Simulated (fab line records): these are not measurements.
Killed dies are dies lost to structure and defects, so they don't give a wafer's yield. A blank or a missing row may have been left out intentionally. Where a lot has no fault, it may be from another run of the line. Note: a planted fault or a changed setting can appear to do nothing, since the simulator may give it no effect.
Matching of chambers	flow n5 finfet	rie diel-02 running N5_BEOL_M10_VIA_ETCH_34: 4 sister chambers
The step etches SiCOH lowk in C4F6/O2, target depth 184.5 nm, time 69.2 s. 14 wafers are shown with their chamber, then 7 later ones without.

== WAFERS PAIRED WITH THEIR CHAMBERS ==
wafer	chamber	showerhead plenum p Torr (Torr)	throttle valve pct (%)	drypump motor current A (A)
L077.1	3	2.94	21.38	5.1
L077.4	0	2.74	20.88	6.2
L077.6	3	2.94	21.38	5.1
L079.2	1	2.83	20.93	5.2
L079.3	2	2.70	21.45	5.3
L079.5	0	2.73	20.89	6.1
L081.1	1	2.83	20.93	5.3
L081.2	2	2.70	21.45	5.3
L081.6	3	2.94	21.41	5.1
L088.2	0	2.73	20.93	6.1
L088.3	3	2.93	21.43	5.1
L088.4	3	2.93	21.42	5.1
L090.3	3	2.93	21.45	5.1
L090.4	2	2.70	21.47	5.3

SIGNATURES (averages over the wafers above)
reading	chamber 0	chamber 1	chamber 2	chamber 3	scatter within a chamber
showerhead plenum p Torr	2.7333	2.8300	2.7000	2.9350	0.00465
throttle valve pct	20.9000	20.9300	21.4567	21.4117	0.0236
drypump motor current A	6.133	5.250	5.300	5.100	0.0342
Rule: a wafer lies at a distance from a chamber equal to the root of the sum of squares, over the readings, of (its reading less the chamber's mean, divided by the reading's scatter). The wafer belongs to the nearest chamber; if the next one is less than 2 further off, it can't be placed. How the scatter is found: for the shown wafers, subtract from each reading the mean of its chamber, square and add these, divide the total by (wafers less chambers), then take the root.

== WAFERS WITH NO CHAMBER GIVEN ==
wafer	showerhead plenum p Torr (Torr)	throttle valve pct (%)	drypump motor current A (A)
L090.6	2.72	20.92	6.2
L092.3	2.72	20.93	6.1
L092.5	2.93	21.43	5.1
L092.6	2.82	20.95	5.2
L094.3	2.71	20.95	6.1
L094.5	2.71	20.96	6.2
L094.6	3.03	21.13	5.3

== WHICH CHAMBER EACH WENT THROUGH ==
wafer	from the rows above	in truth
L090.6	0	0
L092.3	0	0
L092.5	3	3
L092.6	1	1
L094.3	0	0
L094.5	0	0
L094.6	3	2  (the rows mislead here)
Correct placement for 6 of the 7. Can't be placed from these rows: 0. Wrongly placed: 1.
